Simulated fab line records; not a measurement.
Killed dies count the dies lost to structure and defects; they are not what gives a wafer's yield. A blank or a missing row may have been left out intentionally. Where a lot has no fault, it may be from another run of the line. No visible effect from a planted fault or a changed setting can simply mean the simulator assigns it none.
What tool caused it? + flow n5_finfet + Sampling: 24 lots, 72 wafers, 4 of 1938 route steps

WHAT THE GAUGES READ, wafer by wafer
N5_BEOL_M5_CD_MEAS_18: pitch 56 nm, target cd 28 nm.
| lot  | measured     | on        | cd_nm (nm)     |
|------|--------------|-----------|----------------|
| L074 | day 7 16:06  | cd_sem-02 | 27.8 28.5 27.5 |
| L075 | day 7 19:47  | cd_sem-01 | 28.1 27.7 27.3 |
| L076 | day 7 21:41  | cd_sem-03 | 27.4 28.3 28.4 |
| L077 | day 8 14:36  | cd_sem-03 | 28.2 27.6 28.4 |
| L078 | day 8 20:25  | cd_sem-02 | 28.8 28.6 28.1 |
| L079 | day 9 00:27  | cd_sem-03 | 28.6 28.0 28.1 |
| L080 | day 9 04:40  | cd_sem-02 | 28.0 28.1 27.8 |
| L081 | day 9 15:19  | cd_sem-03 | 27.6 28.1 27.7 |
| L083 | day 9 17:53  | cd_sem-03 | 27.8 28.0 28.4 |
| L082 | day 9 20:59  | cd_sem-03 | 28.0 27.8 28.2 |
| L084 | day 9 22:28  | cd_sem-02 | 27.5 27.6 27.7 |
| L085 | day 10 09:33 | cd_sem-01 | 28.1 28.1 28.0 |
| L086 | day 10 20:25 | cd_sem-03 | 28.2 27.8 28.3 |
| L087 | day 10 23:10 | cd_sem-02 | 28.0 28.4 28.2 |
| L090 | day 11 10:14 | cd_sem-01 | 28.0 27.9 27.5 |
| L088 | day 11 10:24 | cd_sem-02 | 28.4 27.8 27.8 |
| L091 | day 11 18:54 | cd_sem-02 | 27.8 28.4 28.0 |
| L089 | day 11 20:01 | cd_sem-01 | 28.2 29.0 28.3 |
| L092 | day 12 01:00 | cd_sem-02 | 28.1 28.4 28.0 |
| L093 | day 12 08:26 | cd_sem-02 | 28.0 28.3 28.7 |
| L094 | day 12 12:20 | cd_sem-01 | 28.0 27.7 27.7 |
| L095 | day 12 20:34 | cd_sem-03 | 27.9 28.2 27.7 |
| L096 | day 13 11:10 | cd_sem-02 | 28.1 28.2 28.2 |
| L097 | day 14 01:16 | cd_sem-03 | 28.3 28.2 28.3 |

N5_BEOL_M5_CD_MEAS_35: target cd 28 nm, target cd y 24 nm.
| lot  | measured     | on        | cd_nm (nm)     |
|------|--------------|-----------|----------------|
| L074 | day 7 18:41  | cd_sem-03 | 27.9 28.1 27.9 |
| L075 | day 7 20:56  | cd_sem-01 | 27.8 27.7 27.8 |
| L076 | day 8 00:28  | cd_sem-01 | 28.1 28.8 28.5 |
| L077 | day 8 15:37  | cd_sem-01 | 28.7 27.9 28.3 |
| L078 | day 8 21:33  | cd_sem-01 | 28.6 28.9 28.3 |
| L079 | day 9 02:15  | cd_sem-01 | 28.2 28.4 28.1 |
| L080 | day 9 07:58  | cd_sem-02 | 27.0 27.8 28.0 |
| L081 | day 9 16:23  | cd_sem-02 | 27.8 27.6 27.4 |
| L083 | day 9 19:37  | cd_sem-03 | 28.1 28.1 28.0 |
| L082 | day 9 22:07  | cd_sem-03 | 27.9 28.2 28.1 |
| L084 | day 10 01:44 | cd_sem-01 | 27.2 27.1 27.7 |
| L085 | day 10 10:34 | cd_sem-03 | 28.1 27.9 27.5 |
| L086 | day 10 21:25 | cd_sem-03 | 27.9 28.1 28.0 |
| L087 | day 11 01:35 | cd_sem-02 | 28.1 28.3 28.7 |
| L090 | day 11 11:19 | cd_sem-02 | 28.0 28.1 27.7 |
| L088 | day 11 11:43 | cd_sem-03 | 28.1 27.4 27.6 |
| L091 | day 11 20:02 | cd_sem-03 | 27.9 28.1 27.9 |
| L089 | day 11 21:05 | cd_sem-01 | 27.9 28.3 28.2 |
| L092 | day 12 02:01 | cd_sem-03 | 28.2 27.8 27.9 |
| L093 | day 12 09:34 | cd_sem-02 | 28.4 28.0 28.4 |
| L094 | day 12 13:58 | cd_sem-01 | 27.7 28.1 27.7 |
| L095 | day 12 21:47 | cd_sem-02 | 28.0 28.1 28.1 |
| L096 | day 13 12:11 | cd_sem-01 | 27.9 28.5 28.1 |
| L097 | day 14 02:23 | cd_sem-01 | 28.3 28.0 28.4 |

EACH LOT AND THE TOOL THAT RAN IT (in order: tool; ch and the chambers of the sampled wafers; start)
| lot  | N5_BEOL_M4_ANNEAL_91         | N5_BEOL_M4_ANNEAL_93         |
|------|------------------------------|------------------------------|
| L074 | pvd_sputter-02, day 7 11:08  | pvd_sputter-02, day 7 11:22  |
| L075 | pvd_sputter-01, day 7 13:58  | pvd_sputter-01, day 7 14:11  |
| L076 | pvd_sputter-01, day 7 17:25  | pvd_sputter-01, day 7 17:38  |
| L077 | pvd_sputter-01, day 8 10:02  | pvd_sputter-01, day 8 10:15  |
| L078 | pvd_sputter-03, day 8 15:08  | pvd_sputter-03, day 8 15:22  |
| L079 | pvd_sputter-02, day 8 17:56  | pvd_sputter-02, day 8 18:10  |
| L080 | pvd_sputter-01, day 8 23:08  | pvd_sputter-01, day 8 23:21  |
| L081 | pvd_sputter-02, day 9 11:00  | pvd_sputter-02, day 9 11:13  |
| L083 | pvd_sputter-03, day 9 12:28  | pvd_sputter-03, day 9 12:41  |
| L082 | pvd_sputter-03, day 9 15:25  | pvd_sputter-03, day 9 15:38  |
| L084 | pvd_sputter-02, day 9 16:02  | pvd_sputter-02, day 9 16:16  |
| L085 | pvd_sputter-01, day 10 04:34 | pvd_sputter-01, day 10 04:47 |
| L086 | pvd_sputter-01, day 10 11:35 | pvd_sputter-01, day 10 11:49 |
| L087 | pvd_sputter-03, day 10 18:38 | pvd_sputter-03, day 10 18:51 |
| L090 | pvd_sputter-03, day 11 03:46 | pvd_sputter-03, day 11 03:59 |
| L088 | pvd_sputter-01, day 11 03:58 | pvd_sputter-01, day 11 04:11 |
| L091 | pvd_sputter-02, day 11 12:07 | pvd_sputter-02, day 11 12:20 |
| L089 | pvd_sputter-03, day 11 14:55 | pvd_sputter-03, day 11 15:10 |
| L092 | pvd_sputter-02, day 11 19:59 | pvd_sputter-02, day 11 20:13 |
| L093 | pvd_sputter-03, day 12 02:54 | pvd_sputter-03, day 12 03:07 |
| L094 | pvd_sputter-02, day 12 07:31 | pvd_sputter-02, day 12 07:44 |
| L095 | pvd_sputter-02, day 12 14:46 | pvd_sputter-02, day 12 14:59 |
| L096 | pvd_sputter-02, day 13 05:38 | pvd_sputter-02, day 13 05:51 |
| L097 | pvd_sputter-02, day 13 08:10 | pvd_sputter-02, day 13 08:23 |
- N5_BEOL_M4_ANNEAL_91: time 240 s.
- N5_BEOL_M4_ANNEAL_93: time 240 s.

WHAT THE TOOLS THEMSELVES READ (means of the sampled wafers that have a number; where no wafer has one, the mark that the record gives instead)
N5_BEOL_M4_ANNEAL_91.
| lot  | tool           | heater_power_w (W) |
|------|----------------|--------------------|
| L074 | pvd_sputter-02 | 815                |
| L075 | pvd_sputter-01 | 846                |
| L076 | pvd_sputter-01 | 875                |
| L077 | pvd_sputter-01 | 895                |
| L078 | pvd_sputter-03 | 855                |
| L079 | pvd_sputter-02 | 797                |
| L080 | pvd_sputter-01 | 806                |
| L081 | pvd_sputter-02 | 801                |
| L083 | pvd_sputter-03 | 887                |
| L082 | pvd_sputter-03 | 836                |
| L084 | pvd_sputter-02 | 805                |
| L085 | pvd_sputter-01 | 758                |
| L086 | pvd_sputter-01 | 868                |
| L087 | pvd_sputter-03 | 822                |
| L090 | pvd_sputter-03 | 811                |
| L088 | pvd_sputter-01 | 809                |
| L091 | pvd_sputter-02 | 798                |
| L089 | pvd_sputter-03 | 856                |
| L092 | pvd_sputter-02 | 781                |
| L093 | pvd_sputter-03 | 833                |
| L094 | pvd_sputter-02 | 759                |
| L095 | pvd_sputter-02 | 812                |
| L096 | pvd_sputter-02 | 759                |
| L097 | pvd_sputter-02 | 769                |

N5_BEOL_M4_ANNEAL_93.
| lot  | tool           | heater_power_w (W) |
|------|----------------|--------------------|
| L074 | pvd_sputter-02 | 815                |
| L075 | pvd_sputter-01 | 826                |
| L076 | pvd_sputter-01 | 850                |
| L077 | pvd_sputter-01 | 880                |
| L078 | pvd_sputter-03 | 849                |
| L079 | pvd_sputter-02 | 794                |
| L080 | pvd_sputter-01 | 815                |
| L081 | pvd_sputter-02 | 800                |
| L083 | pvd_sputter-03 | 864                |
| L082 | pvd_sputter-03 | 833                |
| L084 | pvd_sputter-02 | 791                |
| L085 | pvd_sputter-01 | 757                |
| L086 | pvd_sputter-01 | 851                |
| L087 | pvd_sputter-03 | 813                |
| L090 | pvd_sputter-03 | 824                |
| L088 | pvd_sputter-01 | 813                |
| L091 | pvd_sputter-02 | 801                |
| L089 | pvd_sputter-03 | 856                |
| L092 | pvd_sputter-02 | 781                |
| L093 | pvd_sputter-03 | 849                |
| L094 | pvd_sputter-02 | 767                |
| L095 | pvd_sputter-02 | 836                |
| L096 | pvd_sputter-02 | 779                |
| L097 | pvd_sputter-02 | 769                |

THE ANSWER, worked out from the rows above alone
Rule: usual is defined by the lots themselves. Put in order of their means at a reading, lots are off if they are a third of the lots or fewer, leave a main group of 4 or more, and stand apart from it by a gap of 3 or more times the standard deviation of the main group's means; of several such gaps the widest counts. Not used: any main group whose means are identical at the precision the tables above print for the reading. Also off: a lot with no number at a reading for which 4 or more lots have one. Any other lot the step has rows for is counted as sound. First the gauges in route order, then the tools' own readings, where a lot's mean is used as printed above. At the first step where some lot is off, the reading lying furthest off is the one used; lots without a number count as furthest.
Nothing can be told from this: no lot is off at any reading shown.

WHAT THE SIMULATOR HAD INSERTED
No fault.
